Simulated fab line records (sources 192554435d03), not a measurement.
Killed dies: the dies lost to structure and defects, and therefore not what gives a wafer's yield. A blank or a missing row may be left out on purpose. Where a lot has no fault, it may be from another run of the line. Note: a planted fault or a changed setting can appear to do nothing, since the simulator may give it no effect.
Chamber matching | flow n5-finfet | N5_DUMMY_GATE_ETCH_29 on rie-diel-04 has 4 sister chambers
The step etches underlayer in N2/H2, target depth 13 nm. 8 wafers are shown with their chamber, then 12 later ones without.

## WAFERS PAIRED WITH THEIR CHAMBERS
wafer  | chamber | drypump-motor-current-A (A) | showerhead-plenum-p-Torr (Torr)
L082.4 | 3       | 5.2                         | 2.61
L084.3 | 0       | 5.7                         | 2.55
L086.3 | 2       | 5.9                         | 2.49
L086.4 | 1       | 6.3                         | 2.60
L086.5 | 0       | 5.7                         | 2.55
L088.3 | 2       | 5.9                         | 2.49
L088.4 | 3       | 5.3                         | 2.60
L088.5 | 1       | 6.3                         | 2.60

## WAFERS WITH NO CHAMBER GIVEN
wafer  | drypump-motor-current-A (A) | showerhead-plenum-p-Torr (Torr)
L091.2 | 5.2                         | 2.60
L091.3 | 6.3                         | 2.60
L091.4 | 5.9                         | 2.49
L092.2 | 5.2                         | 2.60
L092.5 | 5.9                         | 2.49
L092.6 | 6.3                         | 2.60
L093.1 | 5.7                         | 2.54
L093.3 | 5.9                         | 2.49
L093.4 | 6.3                         | 2.60
L096.3 | 6.4                         | 2.60
L096.4 | 5.9                         | 2.49
L096.5 | 5.9                         | 2.49

## WHICH CHAMBER EACH WENT THROUGH
wafer  | from the rows above | in truth
L091.2 | 3                   | 3
L091.3 | 1                   | 1
L091.4 | 2                   | 2
L092.2 | 3                   | 3
L092.5 | 2                   | 2
L092.6 | 1                   | 1
L093.1 | 0                   | 0
L093.3 | 2                   | 2
L093.4 | 1                   | 1
L096.3 | 1                   | 1
L096.4 | 2                   | 2
L096.5 | 2                   | 2
Correct placement for 12 of the 12. Can't be placed from these rows: 0. Placed wrongly: 0.
How it was worked out, from the rows above alone: a wafer's distance from a chamber is the root of the sum, over the readings, of the square of ((its reading less the chamber's mean) divided by the reading's scatter). The wafer belongs to the nearest chamber; if the next one is less than 2 further off, it can't be placed. Each chamber's mean is taken over the wafers shown for it. The scatter: take each reading less its chamber's mean, square it, sum over the shown wafers, divide by the number of wafers less the number of chambers, and take the root.
